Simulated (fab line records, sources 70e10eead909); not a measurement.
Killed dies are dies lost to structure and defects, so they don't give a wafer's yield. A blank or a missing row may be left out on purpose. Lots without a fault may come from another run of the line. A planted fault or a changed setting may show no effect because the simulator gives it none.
fab line records | flow nand_harc
record lots=23 wafers=69 last_day=24
route steps=1159 shown A_WL_FILL@823 A_CONTACT@876
lots that met no fault: from a run of the same line without faults
start_h: hours from the record's first day to the start of the lot's first wafer shown | wait_h: hours since the lot's step before | " the same as in the row above | L1.1+2: a row that stands for several wafers | - no value, or no start given | * or withheld: withheld | < > ~ a bound
route shown NAME@n: a module of which the file shows steps, and the number in the route of the first | usual: mean/standard deviation of fault-free wafers | same: alike in all rows | chamber/n: place in a boat | sites: the reading at each site | _std_site: their standard deviation | _edge_site: outer sites' mean less inner sites' | radius_mm: how far each site lies from the wafer's centre | mask NAME#n: copy n | behind: the tool/chamber that last shaped the wafer | hold: why the lot was held/for how many hours/how that ended | device: the transistor (n, p or np) that didn't switch | end of line: the same wafers' tests at the end of the route | a step without rows: its recipe alone | killed: dies lost to structure and defects at the first sort, not the wafer's yield | map: a wafer's dies, x killed, . not, _ none there
set.NAME: the setting as run; set.NAME@STEP: as run at that earlier step | model.NAME: the simulator's own value behind a step, which no gauge read
steps of the route over a sample of lots; a table a step, a row a wafer
services: from which hour (start_h, from the record's first day; less than 0 if before it) a tool's chamber was out of use, for how many hours, and why
## steps
# step NHARC_A_WL_FILL_ETCHBACK_16
# recipe target_depth_a=880 time_s=17.6 c4f8_flow_sccm=withheld o2_flow_sccm=8 ar_flow_sccm=withheld rf_w=600 bias_w=800 chemistry=C4F8/O2/Ar
# usual oes_product_au=0.989/0.03 rf_vpp_V=725/4.3
# columns lot.wafer tool chamber start_h wait_h oes_product_au rf_hours_counter_h rf_vpp_V
L074.3 rie_diel-11 3 - - 0.999 8.8 720
L074.4 " 2 " " 1.000 9.7 718
L074.5 " 0 " " 1.008 - 728
L075.3 rie_diel-01 3 - - 0.992 1.3 728
L075.2 " 0 " " 0.994 1.3 729
L075.6 " 0 " " 1.001 - 728
L077.4 rie_diel-01 3 - - 0.930 1.3 727
L077.2 " 1 " " 0.930 0.9 726
L077.5 " 3 " " 0.927 - 729
L076.2 rie_diel-05 2 - - 1.001 0.4 721
L076.3 " 3 " " 1.006 0.4 731
L076.4 " 1 " " 1.013 0.3 724
L079.2 rie_diel-05 2 - - 1.003 0.5 723
L079.1 " 3 " " 1.014 0.6 731
L079.5 " 2 " " 0.999 - 722
L078.1 rie_diel-01 0 - - 0.940 2.0 728
L078.2 " 1 " " 0.958 1.6 724
L078.6 " 1 " " 0.959 - 726
L080.1 rie_diel-05 0 - - 0.987 0.5 721
L080.3 " 1 " " 1.014 0.5 727
L080.6 " 3 " " 1.018 - 730
L081.2 rie_diel-11 1 - - 1.016 1.1 718
L081.4 " 3 " " 1.017 0.8 721
L081.1 " 0 " " 1.008 0.9 729
L084.1 rie_diel-01 0 - - 1.001 3.8 728
L084.2 " 1 " " 0.992 3.4 727
L084.5 " 3 " " 1.006 - 729
L082.1 rie_diel-11 2 - - 0.998 2.2 719
L082.4 " 0 " " 1.004 2.1 729
L082.5 " 2 " " 0.987 - 719
L083.2 rie_diel-01 1 - - 0.993 3.5 727
L083.3 " 0 " " 0.992 3.9 728
L083.6 " 2 " " 0.999 - 725
L085.2 rie_diel-05 2 - - 1.010 1.7 721
L085.4 " 0 " " 0.973 1.8 722
L085.5 " 2 " " 0.994 - 721
L086.2 rie_diel-05 2 - - 1.008 1.9 723
L086.6 " 2 " " 0.994 - 721
L086.5 " 3 " " 0.998 - 730
L087.4 rie_diel-11 0 - - 1.004 3.0 729
L087.1 " 1 " " 1.021 3.1 719
L087.2 " 2 " " 1.011 3.0 719
L088.3 rie_diel-11 1 - - 0.989 3.2 718
L088.4 " 2 " " 0.990 3.1 717
L088.5 " 2 " " 0.986 - 718
L090.1 rie_diel-01 1 - - 0.993 4.3 727
L090.3 " 3 " " 0.991 4.6 730
L090.5 " 3 " " 0.987 - 729
L091.2 rie_diel-01 1 - - 0.992 5.1 726
L091.1 " 0 " " 0.991 5.6 727
L091.5 " 2 " " 0.986 - 727
L094.3 rie_diel-11 1 - - 1.011 5.1 719
L094.1 " 2 " " 0.992 5.2 718
L094.6 " 1 " " 1.010 - 719
L092.2 rie_diel-05 3 - - 1.004 3.5 730
L092.3 " 0 " " 0.993 2.7 720
L092.6 " 2 " " 1.019 - 722
L096.2 rie_diel-01 2 - - 0.926 5.3 724
L096.4 " 3 " " 0.920 5.8 728
L096.5 " 0 " " 0.922 - 727
L095.4 rie_diel-05 3 - - 0.998 3.7 731
L095.2 " 2 " " 1.005 3.5 720
L095.6 " 3 " " 0.998 - 729
L093.2 rie_diel-01 3 - - 0.913 5.9 730
L093.1 " 1 " " 0.918 5.8 727
L093.4 " 2 " " 0.915 5.4 724
L097.3 rie_diel-11 1 - - 1.004 6.0 717
L097.4 " 2 " " 0.995 6.5 719
L097.5 " 2 " " 0.991 - 718
# step NHARC_A_WL_FILL_ALD_19
# recipe target_thk_a=20 pulse_time_s=3 ald_cycles=100 temp_c=450 material=TiN
# usual heater_power_w=1063/100 precursor_pulse_height_rel=1.001/0.021
# columns lot.wafer tool chamber start_h wait_h heater_power_w precursor_pulse_height_rel
L074.3 ald_metal-03 2 345.38 0.1 1025 1.010
L074.4 " 1 " " 973 0.994
L074.5 " 3 " " 1105 0.986
L075.2 ald_metal-01 0 352.77 0.1 1071 0.972
L075.3 " 2 " " 1177 0.958
L075.6 " 0 " " 1093 1.015
L077.4 ald_metal-01 3 355.25 0.1 1226 1.031
L077.2 " 1 " " 968 1.022
L077.5 " 3 " " 1170 0.988
L076.4 ald_metal-01 1 370.26 0.1 979 0.971
L076.2 " 2 " " 1215 1.019
L076.3 " 0 " " 1086 0.973
L079.1 ald_metal-03 1 378.66 0.1 983 1.013
L079.2 " 0 " " 914 0.968
L079.5 " 2 " " 1006 0.997
L078.2 ald_metal-01 2 378.66 0.1 1261 1.011
L078.1 " 0 " " 1088 0.976
L078.6 " 0 " " 1042 1.066
L080.1 ald_metal-03 3 378.82 0.3 1154 0.991
L080.3 " 0 " " 884 0.959
L080.6 " 2 " " 1025 1.026
L081.2 ald_metal-03 1 397.93 0.1 1004 0.991
L081.1 " 2 " " 1025 1.024
L081.4 " 0 " " 892 0.970
L082.4 ald_metal-01 0 414.16 0.1 1086 1.036
L082.1 " 1 " " 954 0.967
L082.5 " 0 " " 1099 1.008
L084.2 ald_metal-03 1 414.18 0.1 991 1.002
L084.1 " 0 " " 902 1.000
L084.5 " 1 " " 984 1.011
L085.4 ald_metal-03 2 417.75 0.1 1019 0.989
L085.2 " 3 " " 1130 1.039
L085.5 " 3 " " 1135 0.961
L083.3 ald_metal-01 3 417.78 0.1 1221 1.006
L083.2 " 2 " " 1247 1.007
L083.6 " 3 " " 1209 0.992
L087.2 ald_metal-03 3 427.94 0.1 1121 0.989
L087.1 " 0 " " 881 1.013
L087.4 " 2 " " 1015 0.981
L086.2 ald_metal-04 0 427.98 0.1 968 0.971
L086.6 " 2 " " 1089 1.017
L086.5 " 3 " " 1214 1.008
L088.3 ald_metal-04 2 432.87 0.1 1105 0.978
L088.4 " 0 " " 978 1.006
L088.5 " 3 " " 1181 1.001
L090.1 ald_metal-04 3 438.70 0.1 1177 1.030
L090.3 " 2 " " 1169 0.996
L090.5 " 0 " " 1012 0.965
L091.2 ald_metal-03 3 460.92 0.1 1119 0.999
L091.1 " 2 " " 1020 1.001
L091.5 " 0 " " 877 0.990
L094.3 ald_metal-01 2 470.65 0.1 1136 0.985
L094.1 " 1 " " 900 1.021
L094.6 " 3 " " 1257 1.011
L092.2 ald_metal-04 2 470.68 0.1 1123 0.964
L092.3 " 3 " " 1203 0.965
L092.6 " 1 " " 986 0.968
L096.2 ald_metal-03 0 476.94 0.1 902 1.023
L096.4 " 2 " " 1039 0.998
L096.5 " 1 " " 985 0.982
L095.2 ald_metal-01 3 476.97 0.1 1238 0.988
L095.4 " 0 " " 1023 1.006
L095.6 " 3 " " 1236 1.019
L093.2 ald_metal-03 0 480.10 0.1 895 1.025
L093.4 " 1 " " 983 1.008
L093.1 " 3 " " 1150 0.999
L097.4 ald_metal-04 1 494.98 0.1 1030 1.024
L097.3 " 2 " " 1123 1.003
L097.5 " 1 " " 1011 1.003
# step NHARC_A_CONTACT_ETCH_96
# recipe target_depth_a=200 over_etch_frac=0.5 time_s=10 ion_energy_ev=250 c4f6_flow_sccm=25 o2_flow_sccm=20 ar_flow_sccm=500 rf_w=600 bias_w=500 chemistry=C4F6/O2
# usual drypump_motor_current_A=5.9/0.39 o2_flow_sccm=20.00/0.059 oes_product_au=0.970/0.025 rf_vpp_V=545.1/2.2 showerhead_plenum_p_Torr=3.83/0.094 throttle_valve_pct=26.903/0.0096
# columns lot.wafer tool chamber start_h wait_h drypump_motor_current_A o2_flow_sccm oes_product_au rf_hours_counter_h rf_vpp_V showerhead_plenum_p_Torr throttle_valve_pct
L074.4 rie_diel-08 0 - - 6.2 20.00 0.960 15 542.6 3.70 26.908
L074.3 " 2 " " 6.4 20.12 0.962 15 549.4 3.97 26.916
L074.5 " 0 " " 6.2 19.97 0.951 - 543.6 3.70 26.913
L075.3 rie_diel-06 3 369.18 0.1 5.7 20.03 0.996 22 548.9 3.99 26.906
L075.2 " 1 " " 5.7 19.95 1.016 25 546.0 3.87 26.922
L075.6 " 0 " " 5.9 20.07 1.015 - 543.6 3.81 26.912
L077.4 rie_diel-03 2 - - 5.6 20.03 0.953 52 541.6 3.71 26.890
L077.2 " 0 " " 6.5 19.99 0.962 54 541.8 3.67 26.916
L077.5 " 2 " " 5.6 20.04 0.945 - 542.4 3.71 26.899
L076.3 rie_diel-06 2 - - 6.6 19.99 0.924 23 545.4 3.87 26.901
L076.4 " 3 " " 5.7 20.05 0.943 25 549.1 3.99 26.903
L076.2 " 1 " " 5.7 20.02 0.952 28 546.7 3.87 26.910
L079.1 rie_diel-06 3 - - 5.7 20.09 0.935 27 547.6 3.99 26.912
L079.2 " 0 " " 6.0 20.00 0.945 29 544.4 3.81 26.910
L079.5 " 1 " " 5.7 20.12 0.960 - 546.0 3.87 26.895
L078.2 rie_diel-06 1 - - 5.7 20.01 1.009 30 547.2 3.87 26.888
L078.1 " 3 " " 5.7 19.89 1.003 27 548.8 3.99 26.895
L078.6 " 1 " " 5.7 20.00 1.011 - 546.4 3.87 26.885
L080.3 rie_diel-08 2 - - 6.5 20.03 0.964 31 546.3 3.96 26.908
L080.1 " 3 " " 5.6 19.90 0.953 33 544.4 3.80 26.903
L080.6 " 1 " " 5.9 20.00 0.960 - 542.6 3.78 26.884
L081.2 rie_diel-06 0 - - 5.9 20.00 0.968 32 544.9 3.81 26.889
L081.1 " 1 " " 5.6 19.95 0.971 33 547.0 3.87 26.917
L081.4 " 2 " " 6.6 20.06 0.932 28 547.7 3.86 26.910
L082.4 rie_diel-03 2 - - 5.6 20.00 0.993 8 541.0 3.71 26.894
L082.1 " 1 " " 6.0 19.92 1.000 8 543.0 3.75 26.886
L082.5 " 3 " " 5.3 19.99 1.011 - 546.0 3.82 26.909
L084.2 rie_diel-06 2 - - 6.5 19.86 0.992 0 545.0 3.86 26.919
L084.1 " 3 " " 5.7 19.98 0.996 0 548.5 3.99 26.905
L084.5 " 3 " " 5.7 19.94 0.999 - 547.2 3.99 26.909
L085.4 rie_diel-06 1 - - 5.7 19.99 0.963 2 546.9 3.87 26.905
L085.2 " 3 " " 5.7 20.07 0.940 2 549.0 3.99 26.912
L085.5 " 0 " " 6.0 20.00 0.962 - 544.7 3.81 26.905
L083.3 rie_diel-06 1 - - 5.7 20.06 0.980 3 548.0 3.87 26.894
L083.2 " 3 " " 5.6 19.99 0.951 3 550.3 3.98 26.902
L083.6 " 0 " " 5.9 19.88 0.966 - 545.5 3.81 26.905
L086.2 rie_diel-08 1 - - 5.9 19.99 0.969 50 544.3 3.77 26.897
L086.6 " 2 " " 6.5 20.04 0.956 - 546.7 3.95 26.899
L086.5 " 3 " " 5.6 19.97 0.950 - 543.6 3.79 26.915
L087.2 rie_diel-08 0 - - 6.3 20.06 0.935 48 541.8 3.68 26.904
L087.4 " 1 " " 5.9 19.95 0.938 50 542.7 3.77 26.909
L087.1 " 2 " " 6.5 20.03 0.938 51 547.2 3.95 26.911
L088.3 rie_diel-06 3 - - 5.7 19.95 0.966 5 548.4 3.98 26.909
L088.4 " 1 " " 5.7 19.97 0.977 5 546.1 3.87 26.889
L088.5 " 2 " " 6.5 19.97 0.963 - 544.8 3.86 26.896
L090.1 rie_diel-03 3 - - 5.3 20.06 1.012 22 544.7 3.81 26.898
L090.3 " 1 " " 6.0 19.89 1.003 23 542.3 3.75 26.903
L090.5 " 3 " " 5.3 20.06 1.031 - 544.9 3.81 26.918
L091.1 rie_diel-08 3 - - 5.6 19.92 0.959 57 543.5 3.78 26.905
L091.2 " 1 " " 5.9 19.92 0.959 59 543.5 3.77 26.894
L091.5 " 3 " " 5.6 19.88 0.969 - 542.4 3.78 26.900
L094.1 rie_diel-03 0 - - 6.5 19.97 0.959 30 540.5 3.65 26.905
L094.3 " 1 " " 6.0 20.05 0.953 31 542.4 3.74 26.892
L094.6 " 3 " " 5.3 19.99 0.954 - 545.3 3.81 26.890
L092.2 rie_diel-06 3 - - 5.7 20.08 0.949 12 547.9 3.98 26.894
L092.3 " 1 " " 5.7 19.95 0.982 12 546.3 3.86 26.911
L092.6 " 2 " " 6.5 20.05 0.955 - 544.4 3.86 26.889
L096.4 rie_diel-06 0 - - 6.0 20.00 1.008 13 544.8 3.80 26.905
L096.2 " 1 " " 5.7 20.05 1.030 13 544.7 3.86 26.908
L096.5 " 2 " " 6.5 20.03 1.001 - 545.1 3.85 26.913
L095.2 rie_diel-06 2 - - 6.5 19.97 0.964 14 545.8 3.85 26.901
L095.4 " 3 " " 5.7 20.03 0.960 14 548.1 3.98 26.904
L095.6 " 0 " " 5.9 19.96 0.956 - 544.2 3.80 26.905
L093.1 rie_diel-08 1 - - 5.9 19.91 0.992 5 544.3 3.76 26.910
L093.4 " 2 " " 6.5 20.02 1.007 4 548.1 3.95 26.894
L093.2 " 0 " " 6.2 20.02 0.998 5 542.2 3.67 26.889
L097.3 rie_diel-06 0 - - 5.9 19.97 0.959 18 545.3 3.80 26.907
L097.4 " 2 " " 6.5 19.98 0.996 15 546.5 3.85 26.884
L097.5 " 3 " " 5.7 20.13 0.953 - 546.8 3.98 26.905
# step NHARC_A_CONTACT_CD_MEAS_69
# recipe target_cd_nm=200 landing_energy_ev=500
# usual cd_nm=200.1/0.49
# same landing_energy_ev=500
# columns lot.wafer tool chamber start_h wait_h cd_nm
L074.3 cd_sem-01 0 365.57 - 199.5
L074.4 " 0 " " 199.2
L074.5 " 0 " " 199.1
L075.2 cd_sem-01 0 374.82 - 200.9
L075.3 " 0 " " 199.9
L075.6 " 0 " " 200.2
L077.2 cd_sem-03 0 381.96 - 199.9
L077.4 " 0 " " 200.2
L077.5 " 0 " " 199.8
L076.2 cd_sem-03 0 390.30 - 199.5
L076.3 " 0 " " 199.5
L076.4 " 0 " " 200.5
L079.1 cd_sem-01 0 396.04 - 199.8
L079.2 " 0 " " 200.2
L079.5 " 0 " " 199.4
L078.1 cd_sem-03 0 397.66 - 200.1
L078.2 " 0 " " 200.0
L078.6 " 0 " " 199.6
L080.1 cd_sem-01 0 401.62 - 199.9
L080.3 " 0 " " 199.7
L080.6 " 0 " " 200.1
L081.1 cd_sem-02 0 417.57 - 199.8
L081.2 " 0 " " 200.4
L081.4 " 0 " " 200.3
L082.1 cd_sem-03 0 431.35 - 199.5
L082.4 " 0 " " 201.2
L082.5 " 0 " " 200.3
L084.1 cd_sem-01 0 431.98 - 200.0
L084.2 " 0 " " 200.6
L084.5 " 0 " " 200.2
L085.2 cd_sem-02 0 442.57 - 199.6
L085.4 " 0 " " 199.4
L085.5 " 0 " " 199.8
L083.2 cd_sem-02 0 447.47 - 200.2
L083.3 " 0 " " 200.1
L083.6 " 0 " " 200.3
L086.2 cd_sem-02 0 453.36 - 199.3
L086.5 " 0 " " 199.3
L086.6 " 0 " " 199.5
L087.1 cd_sem-03 0 456.74 - 200.0
L087.2 " 0 " " 199.6
L087.4 " 0 " " 199.7
L088.3 cd_sem-02 0 460.31 - 199.9
L088.4 " 0 " " 200.5
L088.5 " 0 " " 200.3
L090.1 cd_sem-01 0 466.55 - 199.7
L090.3 " 0 " " 201.0
L090.5 " 0 " " 200.9
L091.1 cd_sem-01 0 479.10 - 200.5
L091.2 " 0 " " 200.6
L091.5 " 0 " " 200.6
L094.1 cd_sem-02 0 490.39 - 199.7
L094.3 " 0 " " 200.4
L094.6 " 0 " " 200.6
L092.2 cd_sem-01 0 492.10 - 200.5
L092.3 " 0 " " 200.0
L092.6 " 0 " " 199.7
L096.2 cd_sem-02 0 497.20 - 199.7
L096.4 " 0 " " 200.3
L096.5 " 0 " " 200.3
L095.2 cd_sem-02 0 499.10 - 200.6
L095.4 " 0 " " 200.4
L095.6 " 0 " " 200.4
L093.1 cd_sem-02 0 502.87 - 199.8
L093.2 " 0 " " 199.9
L093.4 " 0 " " 200.5
L097.3 cd_sem-02 0 514.78 - 201.6
L097.4 " 0 " " 200.1
L097.5 " 0 " " 200.0
# step NHARC_A_CONTACT_DESCUM_74
# recipe time_s=3 o2_flow_sccm=200 ar_flow_sccm=0 bias_power_w=0 chemistry=O2
# usual drypump_motor_current_A=6.0/0.37 o2_flow_sccm=199.9/0.7 oes_product_au=1.002/0.013 rf_vpp_V=57.5/0.87 showerhead_plenum_p_Torr=1.86/0.05 throttle_valve_pct=11.311/0.0086
# columns lot.wafer tool chamber start_h wait_h drypump_motor_current_A o2_flow_sccm oes_product_au rf_hours_counter_h rf_vpp_V showerhead_plenum_p_Torr throttle_valve_pct
L074.3 rie_diel-03 3 365.75 0.1 5.3 199.5 1.001 48 58.2 1.86 11.304
L074.4 " 0 " " 6.5 198.6 1.000 50 56.7 1.78 11.308
L074.5 " 3 " " 5.3 199.7 1.005 - 56.6 1.86 11.314
L075.2 rie_diel-06 0 375.00 0.1 5.9 199.7 1.008 25 57.5 1.85 11.306
L075.3 " 1 " " 5.7 199.0 1.004 26 56.4 1.89 11.315
L075.6 " 3 " " 5.7 200.4 0.999 - 58.6 1.95 11.315
L077.4 rie_diel-08 3 382.16 0.1 5.5 200.0 0.987 26 57.2 1.85 11.318
L077.2 " 0 " " 6.3 200.2 0.995 25 56.9 1.79 11.318
L077.5 " 2 " " 6.5 200.6 0.992 - 57.3 1.94 11.306
L076.4 rie_diel-06 3 390.49 0.1 5.7 199.7 0.993 26 57.6 1.95 11.318
L076.2 " 0 " " 5.9 199.9 1.007 28 57.6 1.85 11.329
L076.3 " 1 " " 5.6 199.4 1.004 29 57.8 1.89 11.313
L079.1 rie_diel-08 0 396.23 0.1 6.3 199.2 1.000 30 58.1 1.79 11.327
L079.2 " 2 " " 6.4 199.9 0.998 30 58.6 1.94 11.309
L079.5 " 0 " " 6.3 199.6 0.997 - 56.7 1.79 11.293
L078.1 rie_diel-06 3 397.85 0.1 5.7 199.1 0.993 27 57.9 1.95 11.316
L078.2 " 1 " " 5.7 199.6 1.019 30 57.0 1.88 11.334
L078.6 " 0 " " 6.0 199.5 1.001 - 58.0 1.85 11.309
L080.1 rie_diel-03 3 401.81 0.1 5.3 200.2 1.018 0 56.1 1.86 11.305
L080.3 " 0 " " 6.5 201.0 0.998 0 57.3 1.78 11.307
L080.6 " 3 " " 5.2 200.2 1.030 - 56.5 1.86 11.320
L081.4 rie_diel-06 0 417.76 0.1 6.0 199.8 1.005 32 58.0 1.85 11.307
L081.2 " 1 " " 5.6 200.3 1.017 33 59.2 1.88 11.302
L081.1 " 2 " " 6.5 200.6 1.000 28 59.4 1.88 11.289
L082.1 rie_diel-06 1 431.54 0.1 5.7 199.1 1.018 0 58.6 1.88 11.311
L082.4 " 2 " " 6.5 200.3 0.997 0 56.3 1.88 11.321
L082.5 " 1 " " 5.7 199.9 1.029 - 58.8 1.88 11.309
L084.2 rie_diel-08 1 432.19 0.1 5.9 200.1 0.994 41 58.3 1.83 11.301
L084.1 " 2 " " 6.5 200.1 1.002 43 57.7 1.93 11.316
L084.5 " 0 " " 6.2 200.6 1.002 - 59.0 1.79 11.320
L085.2 rie_diel-08 1 442.75 0.1 5.9 198.7 1.000 46 57.8 1.83 11.307
L085.4 " 3 " " 5.6 201.5 0.992 44 57.5 1.84 11.296
L085.5 " 1 " " 5.9 199.3 1.002 - 57.1 1.83 11.312
L083.3 rie_diel-08 1 447.65 0.1 5.9 199.8 0.993 49 56.7 1.83 11.302
L083.2 " 2 " " 6.5 199.3 0.999 50 55.7 1.93 11.304
L083.6 " 1 " " 5.9 199.8 0.994 - 56.2 1.83 11.318
L086.2 rie_diel-08 0 453.56 0.1 6.2 199.8 0.995 49 56.5 1.78 11.305
L086.6 " 2 " " 6.4 200.4 0.995 - 56.8 1.93 11.309
L086.5 " 3 " " 5.6 200.5 0.986 - 56.5 1.84 11.321
L087.4 rie_diel-06 0 457.08 0.2 5.9 199.7 1.016 6 56.9 1.85 11.323
L087.2 " 2 " " 6.5 199.8 0.996 5 58.3 1.88 11.300
L087.1 " 3 " " 5.7 199.2 0.990 5 57.3 1.95 11.312
L088.3 rie_diel-06 3 460.50 0.1 5.7 200.8 0.987 7 59.2 1.94 11.317
L088.5 " 2 " " 6.5 199.2 0.997 - 57.3 1.88 11.299
L088.4 " 3 " " 5.6 200.7 0.983 - 58.2 1.95 11.306
L090.3 rie_diel-06 1 466.74 0.1 5.7 201.2 1.019 8 58.5 1.88 11.308
L090.1 " 0 " " 5.9 200.4 1.011 9 58.6 1.85 11.295
L090.5 " 1 " " 5.7 200.4 1.022 - 58.1 1.88 11.303
L091.1 rie_diel-06 2 479.30 0.1 6.5 200.7 1.002 10 57.0 1.88 11.316
L091.2 " 0 " " 5.9 199.7 1.009 10 57.8 1.85 11.310
L091.5 " 1 " " 5.7 200.3 1.030 - 57.9 1.88 11.314
L094.1 rie_diel-06 1 490.58 0.1 5.7 199.9 1.035 12 59.0 1.88 11.303
L094.3 " 0 " " 5.9 200.0 1.022 13 57.0 1.85 11.313
L094.6 " 2 " " 6.5 198.5 1.010 - 57.2 1.88 11.294
L092.3 rie_diel-08 3 492.28 0.1 5.6 199.6 0.994 1 56.4 1.84 11.317
L092.2 " 1 " " 5.9 200.4 0.994 2 57.6 1.83 11.310
L092.6 " 0 " " 6.2 201.4 0.997 - 56.8 1.78 11.313
L096.4 rie_diel-03 1 497.40 0.1 6.0 199.4 1.013 37 56.8 1.81 11.319
L096.2 " 2 " " 5.6 199.2 0.997 34 57.4 1.79 11.306
L096.5 " 0 " " 6.5 200.9 1.005 - 56.9 1.77 11.311
L095.4 rie_diel-08 2 499.29 0.1 6.5 199.7 1.017 4 58.2 1.93 11.308
L095.2 " 3 " " 5.6 198.9 0.989 4 57.7 1.84 11.314
L095.6 " 1 " " 5.9 200.8 0.990 - 56.7 1.83 11.313
L093.4 rie_diel-03 2 503.06 0.1 5.6 199.4 0.993 36 56.2 1.79 11.302
L093.1 " 0 " " 6.5 199.5 1.003 37 56.4 1.77 11.294
L093.2 " 1 " " 6.0 199.6 1.008 39 56.2 1.81 11.302
L097.3 rie_diel-06 1 514.96 0.1 5.7 199.5 1.023 18 57.1 1.88 11.323
L097.4 " 3 " " 5.6 199.4 0.992 19 57.0 1.94 11.309
L097.5 " 1 " " 5.6 201.1 1.024 - 56.7 1.88 11.313
# step NHARC_A_CONTACT_ETCH_76
# recipe target_depth_a=2600 over_etch_frac=0.3 time_s=475.3 ion_energy_ev=200 n2_flow_sccm=150 h2_flow_sccm=150 ar_flow_sccm=0 rf_w=400 bias_w=150 chemistry=N2/H2
# usual drypump_motor_current_A=6.0/0.37 oes_product_au=1.003/0.011 rf_vpp_V=428.8/1.9 showerhead_plenum_p_Torr=1.98/0.056 throttle_valve_pct=14.171/0.01
# columns lot.wafer tool chamber start_h wait_h drypump_motor_current_A oes_product_au rf_hours_counter_h rf_vpp_V showerhead_plenum_p_Torr throttle_valve_pct
L074.4 rie_diel-03 0 - - 6.5 1.015 51 426.6 1.89 14.158
L074.3 " 3 " " 5.3 1.017 48 428.9 1.98 14.168
L074.5 " 0 " " 6.5 1.012 - 425.9 1.89 14.179
L075.3 rie_diel-06 3 - - 5.7 0.994 23 432.1 2.08 14.177
L075.2 " 1 " " 5.7 1.008 26 429.9 2.01 14.165
L075.6 " 3 " " 5.7 0.992 - 431.6 2.08 14.182
L077.4 rie_diel-08 3 - - 5.5 0.995 26 429.5 1.97 14.152
L077.2 " 0 " " 6.2 1.000 25 427.1 1.91 14.182
L077.5 " 1 " " 5.9 1.015 - 427.4 1.96 14.187
L076.3 rie_diel-06 1 - - 5.6 1.015 29 430.0 2.01 14.183
L076.2 " 2 " " 6.5 0.982 24 429.3 2.00 14.178
L076.4 " 3 " " 5.7 0.995 26 431.4 2.08 14.168
L079.1 rie_diel-08 0 - - 6.2 0.992 30 425.6 1.90 14.164
L079.2 " 1 " " 5.9 1.000 28 426.9 1.96 14.156
L079.5 " 3 " " 5.6 0.984 - 428.5 1.96 14.179
L078.1 rie_diel-06 2 - - 6.6 0.992 25 429.5 2.00 14.176
L078.2 " 3 " " 5.7 0.995 27 431.3 2.08 14.161
L078.6 " 1 " " 5.7 1.017 - 429.6 2.01 14.178
L080.3 rie_diel-03 2 - - 5.5 1.002 0 427.8 1.92 14.177
L080.1 " 0 " " 6.5 1.012 0 426.4 1.89 14.156
L080.6 " 2 " " 5.6 1.004 - 428.2 1.91 14.165
L081.1 rie_diel-06 2 - - 6.5 0.982 28 429.6 2.00 14.169
L081.4 " 3 " " 5.7 1.002 30 433.0 2.08 14.185
L081.2 " 0 " " 5.9 1.007 32 428.0 1.97 14.174
L082.1 rie_diel-06 1 - - 5.7 1.026 0 428.8 2.01 14.166
L082.4 " 2 " " 6.5 0.998 0 427.8 2.00 14.171
L082.5 " 2 " " 6.5 0.988 - 429.0 2.00 14.170
L084.2 rie_diel-08 2 - - 6.5 0.997 43 431.2 2.06 14.177
L084.1 " 3 " " 5.6 0.988 40 426.9 1.96 14.158
L084.5 " 1 " " 5.9 0.995 - 428.1 1.95 14.174
L085.4 rie_diel-08 3 - - 5.6 0.997 44 427.1 1.96 14.166
L085.2 " 1 " " 5.9 1.006 46 429.1 1.95 14.177
L085.5 " 0 " " 6.2 0.993 - 425.2 1.90 14.180
L083.3 rie_diel-08 1 - - 5.9 1.005 49 429.0 1.95 14.175
L083.2 " 2 " " 6.5 1.005 50 431.5 2.06 14.181
L083.6 " 3 " " 5.5 0.994 - 426.7 1.96 14.175
L086.2 rie_diel-08 3 - - 5.5 0.995 48 428.9 1.96 14.170
L086.5 " 0 " " 6.2 0.993 - 427.4 1.90 14.167
L086.6 " 1 " " 5.9 0.996 - 427.9 1.95 14.172
L087.1 rie_diel-06 0 - - 6.0 1.014 6 427.1 1.97 14.168
L087.4 " 1 " " 5.6 1.023 6 429.6 2.01 14.184
L087.2 " 2 " " 6.5 1.008 6 430.3 2.00 14.172
L088.3 rie_diel-06 0 - - 6.0 1.013 7 428.7 1.97 14.162
L088.4 " 2 " " 6.5 0.990 - 429.6 2.00 14.177
L088.5 " 0 " " 6.0 1.014 - 428.7 1.97 14.177
L090.3 rie_diel-06 3 - - 5.7 1.001 9 432.4 2.07 14.137
L090.1 " 0 " " 6.0 1.007 9 429.7 1.97 14.167
L090.5 " 0 " " 6.0 1.010 - 427.6 1.97 14.184
L091.1 rie_diel-06 2 - - 6.5 1.003 10 430.0 2.00 14.167
L091.2 " 3 " " 5.7 0.990 10 432.1 2.07 14.162
L091.5 " 0 " " 6.0 1.006 - 428.2 1.97 14.168
L094.3 rie_diel-06 0 - - 6.0 1.009 13 428.4 1.97 14.175
L094.1 " 2 " " 6.5 1.004 13 429.7 2.00 14.169
L094.6 " 0 " " 6.0 1.012 - 427.6 1.97 14.174
L092.3 rie_diel-08 3 - - 5.5 0.998 1 428.2 1.96 14.186
L092.2 " 1 " " 5.9 1.001 2 429.2 1.95 14.163
L092.6 " 3 " " 5.5 0.998 - 426.8 1.96 14.200
L096.4 rie_diel-03 1 - - 6.0 0.999 37 426.6 1.93 14.174
L096.2 " 3 " " 5.3 1.019 36 429.2 1.97 14.195
L096.5 " 2 " " 5.6 0.993 - 426.1 1.90 14.163
L095.2 rie_diel-08 3 - - 5.5 0.989 5 426.7 1.95 14.168
L095.4 " 0 " " 6.3 1.005 6 426.9 1.89 14.178
L095.6 " 3 " " 5.6 0.997 - 428.7 1.95 14.178
L093.4 rie_diel-03 1 - - 6.0 0.998 39 426.7 1.93 14.183
L093.2 " 2 " " 5.6 0.990 36 426.0 1.90 14.171
L093.1 " 0 " " 6.5 0.990 37 426.2 1.88 14.172
L097.3 rie_diel-06 2 - - 6.5 0.991 15 430.9 2.00 14.177
L097.4 " 0 " " 6.0 1.005 19 428.7 1.96 14.166
L097.5 " 3 " " 5.7 1.003 - 430.1 2.07 14.179
## services
# columns tool chamber start_h hours kind
ald_metal-03 - 322.00 10.0 pm
rie_diel-06 3 322.83 3.5 repair
rie_diel-06 2 330.44 4.1 repair
rie_diel-01 1 336.41 6.9 repair
rie_diel-06 2 363.74 8.6 repair
ald_metal-01 3 371.34 23.9 repair
rie_diel-06 2 372.95 7.0 repair
rie_diel-03 - 392.49 9.0 pm
ald_metal-03 - 402.17 0.8 repair
rie_diel-08 3 412.25 7.3 repair
rie_diel-06 - 418.25 9.0 pm
ald_metal-03 3 420.76 2.6 repair
rie_diel-01 - 422.91 0.6 repair
rie_diel-08 0 425.33 4.7 repair
rie_diel-01 2 427.60 9.1 repair
rie_diel-03 2 435.96 5.0 repair
rie_diel-08 2 457.24 16.9 repair
rie_diel-08 - 478.95 9.0 pm
rie_diel-01 2 483.64 5.6 repair
rie_diel-01 - 491.80 9.0 pm
rie_diel-06 2 496.83 10.5 repair
ald_metal-03 - 500.07 10.0 pm
rie_diel-08 0 501.98 4.2 repair
rie_diel-01 - 513.24 0.8 repair
## key
fault none
